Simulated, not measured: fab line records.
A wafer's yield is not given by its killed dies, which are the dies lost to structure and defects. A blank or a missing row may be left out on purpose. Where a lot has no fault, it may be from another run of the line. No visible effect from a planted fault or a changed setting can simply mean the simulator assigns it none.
Chamber matching	flow n5_finfet	4 sister chambers for N5_MOL_CONTACT_COAG_ETCH_66 on rie_diel-03
The step etches SiARC in CF4, target depth 13 nm, time 21.7 s. 8 wafers are shown with their chamber, then 7 later ones without.

WAFERS PAIRED WITH THEIR CHAMBERS
wafer	chamber	showerhead_plenum_p_Torr (Torr)	oes_product_au (a.u.)
L075.4	3	2.27	0.76
L076.2	0	2.07	0.68
L076.4	3	2.27	0.76
L077.1	1	2.22	0.62
L077.2	2	2.14	0.62
L077.3	0	2.06	0.68
L078.2	1	2.22	0.63
L078.3	2	2.13	0.61

WAFERS WITH NO CHAMBER GIVEN
wafer	showerhead_plenum_p_Torr (Torr)	oes_product_au (a.u.)
L078.6	2.26	0.75
L087.3	2.26	0.73
L087.4	2.21	0.62
L087.5	2.13	0.61
L088.1	2.13	0.60
L088.4	2.21	0.62
L088.5	2.06	0.66

CHAMBER TAKEN BY EACH
wafer	from the rows above	in truth
L078.6	3	3
L087.3	3	3
L087.4	1	1
L087.5	2	2
L088.1	2	2
L088.4	1	1
L088.5	0	0
Correctly placed: 7 of 7. Can't be placed from these rows: 0. 0 placed wrongly.
How it was worked out, from the rows above alone: a wafer's distance from a chamber is the root of the sum, over the readings, of the square of ((its reading less the chamber's mean) divided by the reading's scatter). If the next closest chamber is less than 2 further off than the closest, the wafer can't be placed; otherwise it belongs to the closest. For every chamber, the mean is computed from those of its wafers that are shown. The scatter is the square root of a quotient: the sum, over the shown wafers, of each reading's squared deviation from its chamber's mean, divided by wafers minus chambers.
